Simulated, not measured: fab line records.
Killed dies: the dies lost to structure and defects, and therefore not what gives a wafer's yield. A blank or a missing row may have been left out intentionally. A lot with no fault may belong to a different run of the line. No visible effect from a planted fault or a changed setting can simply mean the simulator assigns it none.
Matching of chambers / flow nand harc / NHARC_P_BONDPAD_DESCUM_11 on rie diel-12 has 4 sister chambers
The step chemistry O2, time 3 s. 4 wafers are shown with their chamber, then 12 later ones without.

## WAFERS PAIRED WITH THEIR CHAMBERS
wafer=L085.3; chamber=0; drypump motor current A (A)=5.6
wafer=L088.6; chamber=3; drypump motor current A (A)=5.1
wafer=L089.4; chamber=2; drypump motor current A (A)=5.7
wafer=L089.6; chamber=1; drypump motor current A (A)=4.6

## WAFERS WITH NO CHAMBER GIVEN
wafer=L090.2; drypump motor current A (A)=5.7
wafer=L090.4; drypump motor current A (A)=4.7
wafer=L090.5; drypump motor current A (A)=5.7
wafer=L093.1; drypump motor current A (A)=5.8
wafer=L093.3; drypump motor current A (A)=5.2
wafer=L093.4; drypump motor current A (A)=4.7
wafer=L095.4; drypump motor current A (A)=5.1
wafer=L095.5; drypump motor current A (A)=5.7
wafer=L095.6; drypump motor current A (A)=5.2
wafer=L096.2; drypump motor current A (A)=5.7
wafer=L096.3; drypump motor current A (A)=5.1
wafer=L096.6; drypump motor current A (A)=4.7

## CHAMBER TAKEN BY EACH
wafer=L090.2; from the rows above=can't be placed: 2 or 0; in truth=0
wafer=L090.4; from the rows above=1; in truth=1
wafer=L090.5; from the rows above=can't be placed: 2 or 0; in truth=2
wafer=L093.1; from the rows above=can't be placed: 2 or 0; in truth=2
wafer=L093.3; from the rows above=3; in truth=3
wafer=L093.4; from the rows above=1; in truth=1
wafer=L095.4; from the rows above=3; in truth=3
wafer=L095.5; from the rows above=can't be placed: 2 or 0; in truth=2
wafer=L095.6; from the rows above=3; in truth=3
wafer=L096.2; from the rows above=can't be placed: 2 or 0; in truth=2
wafer=L096.3; from the rows above=3; in truth=3
wafer=L096.6; from the rows above=1; in truth=1
Placed correctly: 7 of 12. Can't be placed from these rows: 5 (the true chamber is among the candidates in 5). Number placed wrongly: 0.
How it was worked out, from the rows above alone: a wafer's distance from a chamber is the root of the sum, over the readings, of the square of ((its reading less the chamber's mean) divided by the reading's scatter). If the next closest chamber is less than 2 further off than the closest, the wafer can't be placed; otherwise it belongs to the closest. For every chamber, the mean is computed from those of its wafers that are shown. The scatter: root of mean squared gap, hidden wafer to nearest shown wafer, with one shown wafer a chamber.
